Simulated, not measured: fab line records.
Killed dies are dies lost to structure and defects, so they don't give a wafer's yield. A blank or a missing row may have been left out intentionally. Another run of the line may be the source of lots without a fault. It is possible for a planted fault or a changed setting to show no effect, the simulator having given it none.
Split-lot experiment	flow n5_finfet	route with 1938 steps; 7 lots, 39 wafers read

ON THE SPLIT
At N5_BEOL_M3_CVD_47 (deposits Co from CCTBA/H2, target thk 3 nm, time 223.8 s), the setting target_thk_a was moved away from the recipe's 30 angstrom on 18 of the 39 wafers read, by -52.5% to +50.8%. All remaining wafers had this setting at the recipe value.

The reading is taken at the split's own step.

THE READING
Co_of_BEOL_M3_CVD_47.thk_nm (the simulator's own value, which no gauge read), in nm, at N5_BEOL_M3_CVD_47 (deposits Co from CCTBA/H2, target thk 3 nm, time 223.8 s). The file does not state a usual value for it. The 21 wafers here that ran the recipe average 3.0 nm, standard deviation 0.093 nm.

wafer	tool, chamber at the split	target_thk_a as run, angstrom	against the recipe	Co_of_BEOL_M3_CVD_47.thk_nm, nm	against lot-mates on the recipe
L075.1	cvd_co-01, 0,0,1	30	recipe	3	-
L075.5	cvd_co-01, 0,0,1	30	recipe	3	-
L075.6	cvd_co-01, 0,0,1	30	recipe	3	-
L075.2	cvd_co-01, 1,2,2	44.95	+49.8%	4.6	+1.6
L075.3	cvd_co-01, 1,2,2	44.95	+49.8%	4.6	+1.6
L075.4	cvd_co-01, 1,2,2	44.95	+49.8%	4.6	+1.6
L076.1	cvd_co-02, 2	14.25	-52.5%	1.6	-1.5
L076.2	cvd_co-02, 1	14.25	-52.5%	1.2	-1.9
L076.3	cvd_co-02, 0	14.25	-52.5%	1.4	-1.7
L076.4	cvd_co-02, 1,0	30	recipe	3	-
L076.6	cvd_co-02, 1,0	30	recipe	3	-
L076.5	cvd_co-02, 2	30	recipe	3.2	-
L080.1	cvd_co-02, 0,2,2	30	recipe	3	-
L080.2	cvd_co-02, 0,2,2	30	recipe	3	-
L080.5	cvd_co-02, 0,2,2	30	recipe	3	-
L080.3	cvd_co-02, 1,0	45.25	+50.8%	4.4	+1.4
L080.4	cvd_co-02, 1,0	45.25	+50.8%	4.4	+1.4
L080.6	cvd_co-02, 1	45.25	+50.8%	4.2	+1.2
L088.1	cvd_co-02, 2,0,0	40.21	+34.0%	4.2	+1.1
L088.3	cvd_co-02, 2,0,0	40.21	+34.0%	4.2	+1.1
L088.5	cvd_co-02, 2,0,0	40.21	+34.0%	4.2	+1.1
L088.2	cvd_co-02, 1	30	recipe	3	-
L088.4	cvd_co-02, 2,1	30	recipe	3.2	-
L088.6	cvd_co-02, 2,1	30	recipe	3.2	-
L090.1	cvd_co-02, 0	30	recipe	2.8	-
L090.2	cvd_co-02, 1,2	30	recipe	3	-
L090.5	cvd_co-02, 1,2	30	recipe	3	-
L090.3	cvd_co-02, 2,1	35.57	+18.6%	3.6	+0.7
L090.6	cvd_co-02, 2,1	35.57	+18.6%	3.6	+0.7
L090.4	cvd_co-02, 0	35.57	+18.6%	3.4	+0.5
L091.1	cvd_co-01, 0	23.71	-21.0%	2.2	-0.8
L091.2	cvd_co-01, 1	23.71	-21.0%	2.6	-0.4
L091.3	cvd_co-01, 2	23.71	-21.0%	2.4	-0.6
L091.4	cvd_co-01, 1,2,0	30	recipe	3	-
L091.5	cvd_co-01, 1,2,0	30	recipe	3	-
L091.6	cvd_co-01, 1,2,0	30	recipe	3	-
L094.1	cvd_co-02, 1,2	30	recipe	3	-
L094.3	cvd_co-02, 1,2	30	recipe	3	-
L094.6	cvd_co-02, 2	30	recipe	3.2	-
Rows listing several chambers each stand for several wafers; the file does not say which wafer went through which chamber.

FIT RESULTS
A straight line over all 39 wafers: Co_of_BEOL_M3_CVD_47.thk_nm changes by +0.03 nm for each +1% of target_thk_a; r = +0.99; the points scatter about the line by 0.13 nm.
The same after taking each lot's own level away (the mean of its wafers on the recipe; 39 wafers): +0.0303 nm for each +1%; r = +0.99; scatter 0.12 nm.
On that fit, the largest move of target_thk_a shifts the reading by 1.6 nm.
Measured against the standard deviation above, the lots' own levels, which go from 2.93 to 3.13 nm, span 2.1 times it.
The two slopes are in agreement: the lot-to-lot level therefore moves the slope only a little.
Check: -1.62 nm against its lot-mates is what the line predicts for one of the wafers moved furthest among these (-52.5%) when that wafer is left out of the fit. Against them it came out at -1.47 nm.

THE OTHER SPLITS THESE WAFERS WENT THROUGH
Other splits were also applied to these wafers ahead of the reading. Each is held against what the fit with the lots' levels taken away leaves over:
other split on the same wafers	wafers away from the commonest value	r with Co_of_BEOL_M3_CVD_47.thk_nm (lot level and that fit taken away)
N5_ZERO_LAYER_ETCH_18 target_depth_a	12	-0.17
N5_FIN_SAQP_DEVELOP_15 develop_time_s	12	-0.20
N5_HKMG_FIN_ALD_36 ald_cycles	18	-0.13
N5_BEOL_M2_ALD_84 ald_cycles	9	-0.30

THE FILE'S OWN FIT
Co_of_BEOL_M3_CVD_47.thk_nm changes by +0.0302 nm for each +1% of target_thk_a, r = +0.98.
